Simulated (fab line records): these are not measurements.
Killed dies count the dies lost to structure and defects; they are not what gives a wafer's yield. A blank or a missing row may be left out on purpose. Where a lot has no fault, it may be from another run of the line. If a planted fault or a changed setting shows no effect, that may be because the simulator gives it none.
A lot that was struck, set against a sound lot / flow n5-finfet / 17 steps out of a route of 1938
Sound: these wafers, L673.1, L673.4, L673.5. Wafers struck: L671.3, L671.4, L671.5. The cause is named last.
Per side, at each step with rows, come the tool, then ch with its chambers, and then its first start. Under that, the readings that differ: sound wafers / struck wafers / difference of the means / sigmas: that difference in standard deviations of wafers without a fault.
alike: readings with means less than 2 such deviations apart, plus words and numbers identical on both sides. not compared: withheld readings, readings lacking a value on some wafer, bounds such as >300 that could conceal the same value, and numbers that have no deviation in the record and whose values overlap.
Wherever a step has rows on one side only, a row that says differs or no value, or a row with sigmas, the two part there. When numbers do not overlap yet have no deviation, they are printed without sigmas and do not part them. A reading missing from all wafers of one side parts the sides only when that side holds two or more wafers.

first, 9 steps without rows for these wafers: N5_SDB_COAT_03 (time 60 s, resist thk 100 nm); N5_SDB_COAT_04 (time 60 s, resist thk 18 nm); N5_SDB_COAT_05 (resist thk 90 nm); N5_SDB_EBR_07; N5_SDB_SOFTBAKE_06 (time 60 s); N5_SDB_EXPOSE_08 (exposes mask SDB); N5_SDB_PEB_09 (peb time 60 s); N5_SDB_DEVELOP_10 (develop time 30 s); N5_SDB_DESCUM_16 (chemistry O2, time 7.9 s).
N5_SDB_ETCH_17: etches SiARC in CF4, target depth 23.4 nm, time 39 s.
  sound on rie-diel-05 ch 2,3, day 7 01:00; struck on rie-diel-05 ch 1,2,3, day 6 10:15
  no value came back on the struck wafers for any of 8 readings (bias-w (W), cf4-flow-sccm (sccm) and others); on the sound wafers bias-w (W) reads 36.17 35.90 36.15
reading=model.CAR-ArF_of_SDB_COAT_05.thk-nm (nm); sound=67 66.8 67; struck=83.2 83.4 83; difference=+16.3; sigmas=
  not compared: rf-hours-counter-h
N5_SDB_ETCH_18: etches SOC in N2/H2, target depth 100 nm, overetch 20 nm, time 150 s.
  sound on rie-diel-05 ch 2,3, day 7 01:02; struck on rie-diel-05 ch 1,2,3, day 6 10:17
reading=oes-product-au (a.u.); sound=0.70 0.63 0.70; struck=0.26 0.29 0.33; difference=-0.38; sigmas=-5
  alike: bias-w, chamber-pressure-mTorr, drypump-motor-current-A, rf-vpp-V, showerhead-plenum-p-Torr, throttle-valve-pct
  not compared: rf-hours-counter-h
then, 2 steps without rows for these wafers: N5_SDB_STRIP_19 (strips in N2/H2); N5_SDB_STRIP_21 (strips in CF4).
N5_SDB_HM_OPEN_20: chemistry CH3F/O2, target SiNx, stops on poly-Si, target depth 24 nm.
  sound on rie-diel-05 ch 2,3, day 7 01:11; struck on rie-diel-05 ch 1,2,3, day 6 10:27
reading=oes-product-au (a.u.); sound=0.62 0.57 0.64; struck=0.26 0.30 0.34; difference=-0.31; sigmas=-4
  alike: drypump-motor-current-A, rf-vpp-V, showerhead-plenum-p-Torr, throttle-valve-pct
  not compared: rf-hours-counter-h
then, 1 step without rows for these wafers: N5_SDB_STRIP_22 (strips in N2/H2).
N5_BEOL_M4_RC_MEAS_101:
  the record has rows for the sound wafers here (prober-02 ch 0, day 12 11:06) and none for the struck ones
-- the record jumps here: 10 days lie between the struck wafers' starts before and after (it left off in module BEOL_M4 and takes up again in module PASSIVATION, whose first step shown is number 1936 of the route) --
N5_PASSIVATION_PROBE_49:
  the record has rows for the struck wafers here (prober-02, day 16 06:03) and none for the sound ones

## WHERE THEY PART
Last at N5_PASSIVATION_PROBE_49 as far as this record goes, first at N5_SDB_ETCH_17.

WHY: whatever the simulator had introduced
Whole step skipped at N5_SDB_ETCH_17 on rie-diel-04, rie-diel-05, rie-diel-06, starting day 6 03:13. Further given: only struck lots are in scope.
